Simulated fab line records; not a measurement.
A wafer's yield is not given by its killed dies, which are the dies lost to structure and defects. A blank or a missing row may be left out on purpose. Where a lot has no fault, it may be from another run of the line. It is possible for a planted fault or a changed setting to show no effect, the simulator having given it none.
What tool caused it?    flow nand-harc    21 wafers from 7 lots sampled at 2 of the route's 1302 steps

## WHAT THE GAUGES SHOWED, per wafer
NHARC_A_M0_INSPECT_11.
lot   measured      on                 raw-defect-count
L832  day 23 14:30  defect-inspect-01  57 68 77
L836  day 24 10:58  defect-inspect-01  70 69 76
L839  day 25 18:07  defect-inspect-02  159 178 159
L847  day 29 01:50  defect-inspect-02  22 19 30
L848  day 29 15:32  defect-inspect-02  109 104 110
L850  day 30 20:41  defect-inspect-02  128 119 126
L853  day 32 10:26  defect-inspect-01  28 22 20

## WHAT TOOL EACH LOT RAN ON (gives the tool, then ch and the chambers of the sampled wafers, and finally the start)
lot   NHARC_A_BLC_DEGAS_30
L832  pvd-sputter-03, day 23 12:05
L836  pvd-sputter-03, day 24 08:35
L839  pvd-sputter-01, day 25 15:41
L847  pvd-sputter-02, day 28 23:24
L848  pvd-sputter-01, day 29 13:10
L850  pvd-sputter-02, day 30 18:08
L853  pvd-sputter-01, day 32 08:09
- NHARC_A_BLC_DEGAS_30: time 60 s.

## THE ANSWER, worked out from the rows above alone
Rule: usual is defined by the lots themselves. Put in order of their means at a reading, lots are off if they are a third of the lots or fewer, leave a main group of 4 or more, and stand apart from it by a gap of 3 or more times the standard deviation of the main group's means; of several such gaps the widest counts. A main group whose means are all the same, to the digits that the tables above print for the reading, isn't used. Also off: a lot with no number at a reading for which 4 or more lots have one. Where the step has rows for the other lots, those lots are counted as sound.
Across all readings shown, no lot is off: no conclusion can be drawn from this.

## WHAT THE SIMULATOR PUT IN
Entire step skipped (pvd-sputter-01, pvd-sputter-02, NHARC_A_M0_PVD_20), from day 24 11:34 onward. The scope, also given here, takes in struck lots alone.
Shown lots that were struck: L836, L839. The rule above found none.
